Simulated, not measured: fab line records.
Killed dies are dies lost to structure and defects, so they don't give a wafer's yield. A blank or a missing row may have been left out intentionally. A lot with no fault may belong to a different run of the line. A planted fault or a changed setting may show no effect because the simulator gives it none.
Matching of chambers	flow nandHarc	pecvd-01 running NHARC_A_CONTACT_DEP_85: 3 sister chambers
The step deposits SiON, target thk 60 nm. 14 wafers are shown with their chamber, then 7 later ones without.

WAFERS PAIRED WITH THEIR CHAMBERS
wafer	chamber	showerheadVppV (V)	heaterPowerW (W)
L076.1	2	1163	803
L076.5	0	1190	703
L076.6	2	1132	785
L086.4	0	1215	689
L086.5	2	1127	807
L086.6	1	1104	794
L089.2	1	1132	831
L089.5	2	1130	684
L089.6	0	1196	721
L093.2	0	1188	800
L093.4	2	1141	733
L093.6	0	1190	652
L097.1	1	1131	757
L097.2	2	1128	777

SIGNATURES (means of the wafers above)
reading	chamber 0	chamber 1	chamber 2	scatter within a chamber
showerheadVppV	1195.80	1122.33	1136.83	13.3
heaterPowerW	713.00	794.00	764.83	48.7
Rule: a wafer's distance from a chamber is the root of the sum, over the readings, of the square of ((its reading less the chamber's mean) divided by the reading's scatter). The wafer belongs to the nearest chamber; if the next one is less than 2 further off, it can't be placed. The scatter: the root of (the sum of the squares of (reading less its chamber's mean) over the shown wafers, divided by (wafers less chambers)).

WAFERS WITHOUT THEIR CHAMBER
wafer	showerheadVppV (V)	heaterPowerW (W)
L097.3	1183	665
L096.1	1108	786
L096.3	1122	733
L096.6	1138	807
L095.2	1189	779
L095.5	1197	768
L095.6	1122	768

CHAMBER TAKEN BY EACH
wafer	from the rows above	in truth
L097.3	0	0
L096.1	can't be placed: 1 or 2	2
L096.3	can't be placed: 1 or 2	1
L096.6	can't be placed: 2 or 1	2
L095.2	0	0
L095.5	0	0
L095.6	can't be placed: 1 or 2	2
Placed correctly: 3 of 7. Unplaceable from these rows: 4, with the true chamber sitting among the candidates in 4. Placed wrongly: 0.
